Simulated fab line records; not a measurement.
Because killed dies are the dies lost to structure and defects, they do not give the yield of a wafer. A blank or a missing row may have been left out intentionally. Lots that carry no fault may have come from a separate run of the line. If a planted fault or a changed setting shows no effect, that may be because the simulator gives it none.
Which tool was responsible? | flow n5 finfet | 24 lots, 72 wafers sampled, at 2 steps of a route of 1938

## WHAT EACH GAUGE READ, for each wafer
N5_BEOL_M0_SAQP_THK_MEAS_05. Usual: thk nm at 59.9 nm, with a standard deviation of 1.
lot  | measured     | on            | thk nm (nm)    | flag
L074 | day 5 17:16  | film metro-01 | 60.1 59.7 60.6 |
L075 | day 5 22:13  | film metro-02 | 57.0 60.5 58.7 |
L076 | day 6 05:17  | film metro-02 | 60.8 60.7 61.7 |
L077 | day 6 07:32  | film metro-01 | 59.4 59.5 60.6 |
L078 | day 6 17:52  | film metro-02 | 59.4 60.4 60.4 |
L079 | day 6 20:32  | film metro-02 | 60.6 61.3 62.3 |
L080 | day 6 23:31  | film metro-02 | 60.5 60.5 61.8 |
L081 | day 7 15:49  | film metro-02 | 60.0 60.7 59.6 |
L082 | day 7 19:08  | film metro-02 | 60.2 60.5 60.8 |
L083 | day 7 21:53  | film metro-02 | 58.5 59.1 59.6 |
L084 | day 7 21:47  | film metro-02 | 59.0 59.3 60.0 |
L085 | day 8 11:04  | film metro-02 | 59.0 61.0 60.6 |
L086 | day 9 00:46  | film metro-02 | 59.9 60.1 60.7 |
L087 | day 9 01:49  | film metro-02 | 60.7 60.6 60.8 |
L088 | day 9 08:23  | film metro-02 | 59.4 59.9 61.1 |
L089 | day 9 10:50  | film metro-02 | 59.4 58.6 60.3 |
L091 | day 9 17:04  | film metro-02 | 57.5 58.8 58.9 |
L090 | day 9 20:17  | film metro-01 | 60.1 59.0 60.0 |
L092 | day 10 02:14 | film metro-01 | 61.0 61.3 60.5 |
L093 | day 10 09:03 | film metro-02 | 61.2 61.0 61.4 |
L094 | day 10 17:32 | film metro-02 | 60.0 58.6 59.5 |
L095 | day 10 22:41 | film metro-02 | 59.0 59.7 59.6 |
L097 | day 11 04:40 | film metro-01 | 59.5 60.6 59.5 |
L096 | day 11 07:31 | film metro-02 | 58.9 59.1 57.9 |

## TOOL THAT RAN EACH LOT (tool first, then ch and the chambers of the sampled wafers, then the start)
lot  | N5_MOL_CONTACT_COAG_CMP_52
L074 | cmp-03 ch 0,2, day 5 12:08
L075 | cmp-04 ch 0,1,2, day 5 17:37
L076 | cmp-04 ch 0,3, day 5 23:50
L077 | cmp-04 ch 0,3, day 6 02:58
L078 | cmp-01 ch 0,3, day 6 13:25
L079 | cmp-04 ch 2,3, day 6 15:54
L080 | cmp-04 ch 0,1, day 6 18:47
L081 | cmp-01 ch 0,3, day 7 11:41
L082 | cmp-01 ch 0,1, day 7 13:51
L083 | cmp-01 ch 0,1,2, day 7 15:20
L084 | cmp-01 ch 1,2,3, day 7 16:57
L085 | cmp-01 ch 0,1,2, day 8 05:16
L086 | cmp-03 ch 1,2, day 8 17:22
L087 | cmp-04 ch 0,2, day 8 19:17
L088 | cmp-03 ch 0,3, day 9 02:44
L089 | cmp-03 ch 0,1,3, day 9 04:34
L091 | cmp-04 ch 2,3, day 9 11:31
L090 | cmp-01 ch 1,2, day 9 11:47
L092 | cmp-03 ch 0,1, day 9 19:41
L093 | cmp-01 ch 0,1,3, day 10 03:16
L094 | cmp-03 ch 2,3, day 10 12:20
L095 | cmp-01 ch 0,2,3, day 10 12:36
L097 | cmp-03 ch 0,1,3, day 11 00:03
L096 | cmp-04 ch 1,2,3, day 11 00:22
- N5_MOL_CONTACT_COAG_CMP_52: polishes, stops on SiO2, t overpolish 1.5 s, target thk 66.5 nm.

## WHAT THE TOOLS THEMSELVES READ (means of the sampled wafers that have a number; where no wafer has one, the mark that the record gives instead)
N5_MOL_CONTACT_COAG_CMP_52. Usual: motor current A 12.3 A, standard deviation 1.2; overpolish run s 1.499 s, standard deviation 0.0084; time to endpoint s 11.6 s, standard deviation 2.8.
lot  | tool   | motor current A (A) | overpolish run s (s) | time to endpoint s (s) | flag
L074 | cmp-03 | 12.6                | 1.502                | 7.9                    |
L075 | cmp-04 | 12.6                | 1.495                | 11.3                   |
L076 | cmp-04 | 11.7                | 1.497                | 8.1                    |
L077 | cmp-04 | 12.1                | 1.490                | 8.7                    |
L078 | cmp-01 | 10.9                | 1.491                | 10.7                   |
L079 | cmp-04 | 12.3                | 1.498                | 13.7                   |
L080 | cmp-04 | 12.6                | 1.490                | 9.0                    |
L081 | cmp-01 | 10.6                | 1.497                | 12.1                   |
L082 | cmp-01 | 11.5                | 1.496                | 15.1                   |
L083 | cmp-01 | 12.6                | 1.492                | 13.3                   |
L084 | cmp-01 | 12.4                | 1.501                | 13.1                   |
L085 | cmp-01 | 12.4                | 1.500                | 12.2                   |
L086 | cmp-03 | 12.2                | 1.508                | 12.4                   |
L087 | cmp-04 | 12.3                | 1.502                | 15.3                   |
L088 | cmp-03 | 13.5                | 1.493                | 8.5                    |
L089 | cmp-03 | 12.8                | 1.502                | 10.8                   |
L091 | cmp-04 | 12.1                | 1.502                | 15.4                   |
L090 | cmp-01 | 13.2                | 1.508                | 11.2                   |
L092 | cmp-03 | 13.6                | 1.504                | 9.7                    |
L093 | cmp-01 | 12.3                | 1.501                | 13.3                   |
L094 | cmp-03 | 11.9                | 1.505                | 12.6                   |
L095 | cmp-01 | 11.3                | 1.500                | 12.6                   |
L097 | cmp-03 | 13.0                | 1.497                | 9.2                    |
L096 | cmp-04 | 12.6                | 1.495                | 13.5                   |

## THE ANSWER, worked out from the rows above alone
Rule: take the mean of a lot's wafers that have a number; if it is more than 3 standard deviations from the usual mean, the lot is off. Also off: a lot with no number at a reading for which 4 or more lots have one. Where the step has rows for the other lots, those lots are counted as sound. Order of review: gauges by route order, followed by the tools' own readings, for which a lot's mean as printed above is used. The first step at which some lot is off is used, and at that step the reading that is off furthest; a lot without a number counts as furthest.
No lot is off at any reading shown: from this, nothing can be told.

## WHAT WAS PUT IN BY THE SIMULATOR
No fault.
